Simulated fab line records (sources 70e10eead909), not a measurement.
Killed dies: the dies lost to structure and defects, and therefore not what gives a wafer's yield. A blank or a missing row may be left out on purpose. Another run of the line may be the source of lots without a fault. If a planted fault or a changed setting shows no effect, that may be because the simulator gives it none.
What tool caused it? + flow nand-harc + 15 lots, 45 wafers sampled, at 2 steps of a route of 1302

== WHAT EACH GAUGE READ, for each wafer ==
NHARC_P_M1_THK_MEAS_24: measures by xrf. Usual: thk-nm 157.6 nm, standard deviation 1.8.
| lot  | measured     | on            | thk-nm (nm)       | flag |
|------|--------------|---------------|-------------------|------|
| L890 | day 6 07:19  | film-metro-02 | 155.2 156.1 156.8 |      |
| L891 | day 6 21:56  | film-metro-01 | 157.7 158.1 159.7 |      |
| L892 | day 7 02:29  | film-metro-01 | 157.8 157.9 159.6 |      |
| L895 | day 8 08:02  | film-metro-02 | 159.3 158.8 157.7 |      |
| L896 | day 8 21:04  | film-metro-01 | 157.7 153.5 161.1 |      |
| L897 | day 9 10:05  | film-metro-01 | 158.0 157.5 158.4 |      |
| L898 | day 9 19:07  | film-metro-01 | 157.0 161.6 160.9 |      |
| L900 | day 10 19:45 | film-metro-01 | 159.2 157.7 157.9 |      |
| L901 | day 10 22:44 | film-metro-02 | 156.5 156.5 157.1 |      |
| L902 | day 11 05:24 | film-metro-01 | 157.0 155.2 157.9 |      |
| L903 | day 11 20:59 | film-metro-01 | 159.5 157.3 159.2 |      |
| L904 | day 12 11:22 | film-metro-01 | 162.7 156.9 157.3 |      |
| L905 | day 12 12:04 | film-metro-02 | 158.3 158.9 159.3 |      |
| L906 | day 13 06:34 | film-metro-01 | 158.4 159.8 157.5 |      |
| L907 | day 13 10:35 | film-metro-02 | 156.7 155.5 159.1 |      |

== WHAT TOOL EACH LOT RAN ON (gives the tool, then ch and the chambers of the sampled wafers, and finally the start) ==
| lot  | NHARC_P_M1_CMP_23             |
|------|-------------------------------|
| L890 | cmp-02 ch 0,3, day 6 07:00    |
| L891 | cmp-04 ch 0,1,2, day 6 21:41  |
| L892 | cmp-02 ch 0,2,3, day 7 02:14  |
| L895 | cmp-01 ch 0,1,2, day 8 07:44  |
| L896 | cmp-04 ch 1,2,3, day 8 20:48  |
| L897 | cmp-02 ch 0,1,2, day 9 09:51  |
| L898 | cmp-01 ch 0,1, day 9 18:47    |
| L900 | cmp-04 ch 0,2,3, day 10 19:26 |
| L901 | cmp-02 ch 0,2, day 10 22:27   |
| L902 | cmp-01 ch 0,3, day 11 05:07   |
| L903 | cmp-04 ch 0,1,2, day 11 20:42 |
| L904 | cmp-04 ch 0,1,3, day 12 11:04 |
| L905 | cmp-02 ch 0,2, day 12 11:44   |
| L906 | cmp-04 ch 0,1,3, day 13 06:17 |
| L907 | cmp-02 ch 0,1,2, day 13 10:18 |
- NHARC_P_M1_CMP_23: polishes, t overpolish 20 s, target thk 157.82 nm.

== AS READ BY THE TOOLS THEMSELVES (means over the sampled wafers that have a number; for cases with no such wafer, the mark the record gives instead) ==
NHARC_P_M1_CMP_23. Usual: motor-current-A 11.9 A, standard deviation 1.3; time-to-endpoint-s 28 s, standard deviation 3.
| lot  | tool   | motor-current-A (A) | time-to-endpoint-s (s) | flag |
|------|--------|---------------------|------------------------|------|
| L890 | cmp-02 | 11.7                | 24                     |      |
| L891 | cmp-04 | 11.8                | 29                     |      |
| L892 | cmp-02 | 10.9                | 27                     |      |
| L895 | cmp-01 | 12.5                | 29                     |      |
| L896 | cmp-04 | 11.5                | 28                     |      |
| L897 | cmp-02 | 11.6                | 30                     |      |
| L898 | cmp-01 | 13.2                | 32                     |      |
| L900 | cmp-04 | 11.7                | 30                     |      |
| L901 | cmp-02 | 11.0                | 26                     |      |
| L902 | cmp-01 | 10.6                | 25                     |      |
| L903 | cmp-04 | 11.7                | 28                     |      |
| L904 | cmp-04 | 12.0                | 28                     |      |
| L905 | cmp-02 | 10.9                | 29                     |      |
| L906 | cmp-04 | 12.2                | 31                     |      |
| L907 | cmp-02 | 11.9                | 28                     |      |

== THE ANSWER, worked out from the rows above alone ==
Rule: a lot counts as off when the mean over its wafers that have a number is more than 3 standard deviations away from the usual mean. Also off: a lot with no number at a reading for which 4 or more lots have one. The other lots that the step has rows for count as sound. First the gauges in route order, then the tools' own readings, where a lot's mean is used as printed above. The first step at which some lot is off is used, and at that step the reading that is off furthest; a lot without a number counts as furthest.
Nothing can be told from this: no lot is off at any reading shown.

== WHAT WAS PUT IN BY THE SIMULATOR ==
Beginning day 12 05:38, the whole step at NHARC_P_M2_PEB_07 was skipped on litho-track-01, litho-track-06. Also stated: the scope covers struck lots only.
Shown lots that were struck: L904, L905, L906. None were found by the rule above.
